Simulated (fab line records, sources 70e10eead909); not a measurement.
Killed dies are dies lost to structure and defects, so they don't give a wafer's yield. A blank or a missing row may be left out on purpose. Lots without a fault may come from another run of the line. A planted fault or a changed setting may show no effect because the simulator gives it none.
Which tool did it? | flow nand_harc | 11 lots, 33 wafers sampled, at 4 steps of a route of 1159

WHAT THE GAUGES READ, wafer by wafer
NHARC_A_SLIT_OVL_MEAS_10.
lot  | measured     | on         | overlay_x_nm (nm)
L598 | day 14 09:27 | overlay-01 | -0.6 -0.2 0.0
L599 | day 14 09:36 | overlay-02 | 1.3 0.8 0.3
L603 | day 15 16:59 | overlay-01 | 0.0 -0.3 0.1
L606 | day 16 08:46 | overlay-02 | -0.2 0.0 0.1
L608 | day 16 16:26 | overlay-01 | 0.3 0.0 0.4
L609 | day 17 04:46 | overlay-01 | -0.8 -0.4 -1.3
L611 | day 17 06:05 | overlay-01 | 8.7 9.1 8.8 8.7 9.1 8.7
L617 | day 19 03:55 | overlay-01 | 10.3 9.5 9.9 9.7 10.4 10.5
L618 | day 19 04:05 | overlay-02 | -1.0 -1.3 -0.7
L621 | day 19 16:12 | overlay-01 | -1.9 -1.5 -1.2
L620 | day 19 17:09 | overlay-02 | 1.1 1.4 1.9

WHICH TOOL RAN EACH LOT (tool, then ch and the chambers of the sampled wafers, then the start)
lot  | NHARC_A_SGD_CUT_ETCHBACK_24        | NHARC_A_SLIT_DEP_23             | NHARC_A_SLIT_EXPOSE_06
L598 | rie_diel-04 ch 1,3, day 14 06:05   | pecvd-03 ch 0,1, day 14 08:44   | arfi_scanner-01 ch 0, day 14 09:13
L599 | rie_diel-03 ch 0,2,3, day 14 06:05 | pecvd-02 ch 1,2, day 14 08:41   | arfi_scanner-02 ch 0, day 14 09:23
L603 | rie_diel-03 ch 0,1, day 15 12:58   | pecvd-02 ch 0,1,2, day 15 16:13 | arfi_scanner-02 ch 0, day 15 16:45
L606 | rie_diel-03 ch 1,2, day 16 04:37   | pecvd-03 ch 0,1,2, day 16 08:00 | arfi_scanner-03 ch 0, day 16 08:32
L608 | rie_diel-04 ch 0,1,3, day 16 10:39 | pecvd-01 ch 0,2, day 16 15:47   | arfi_scanner-01 ch 0, day 16 16:12
L609 | rie_diel-03 ch 0,1,3, day 17 01:22 | pecvd-02 ch 0,1,2, day 17 04:07 | arfi_scanner-01 ch 0, day 17 04:32
L611 | rie_diel-04 ch 0,1,2, day 17 01:26 | pecvd-03 ch 0,2, day 17 05:28   | arfi_scanner-01 ch 0, day 17 05:51
L617 | rie_diel-07 ch 0,1,2, day 19 00:32 | pecvd-02 ch 0,2, day 19 03:11   | arfi_scanner-01 ch 0, day 19 03:41
L618 | rie_diel-03 ch 0,2, day 19 00:32   | pecvd-03 ch 1,2, day 19 03:19   | arfi_scanner-03 ch 0, day 19 03:50
L621 | rie_diel-03 ch 1,2, day 19 12:47   | pecvd-01 ch 0,1, day 19 15:33   | arfi_scanner-03 ch 0, day 19 15:58
L620 | rie_diel-04 ch 0,1, day 19 12:57   | pecvd-02 ch 1,2, day 19 16:34   | arfi_scanner-03 ch 0, day 19 16:56
- NHARC_A_SGD_CUT_ETCHBACK_24: etches the open film in CH3F/O2, target depth 50 nm, time 92.857 s.
- NHARC_A_SLIT_DEP_23: deposits SiON, target thk 100 nm.
- NHARC_A_SLIT_EXPOSE_06: exposes mask SLIT.

THE ANSWER, worked out from the rows above alone
Rule: what is usual is taken from the lots themselves. Put in order of their means at a reading, lots are off if they are a third of the lots or fewer, leave a main group of 4 or more, and stand apart from it by a gap of 3 or more times the standard deviation of the main group's means; of several such gaps the widest counts. A main group whose means are all the same, to the digits that the tables above print for the reading, isn't used. A lot without any number at a reading at which 4 lots or more have one is off too. The other lots that the step has rows for count as sound.
Off: L611, L617, at NHARC_A_SLIT_OVL_MEAS_10 (overlay_x_nm). The main group: mean -0.1 nm, standard deviation 0.87.
A tool fits if, at a process step before that reading, it ran every lot that is off, and no sound lot after the first of them. The gauges at NHARC_A_SLIT_OVL_MEAS_10 are tried like those tools. One fits: arfi_scanner-01 at NHARC_A_SLIT_EXPOSE_06. Its last sound lot is L609 (day 17 04:32), its first lot that is off L611 (day 17 05:51): a fault that began between those two fits.

WHAT THE SIMULATOR HAD PUT IN
Scanner matching overlay: arfi_scanner-01, from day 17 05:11 on, at NHARC_A_SLIT_EXPOSE_06. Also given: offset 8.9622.
Lots struck among those shown: L611, L617. The rule above found the same.
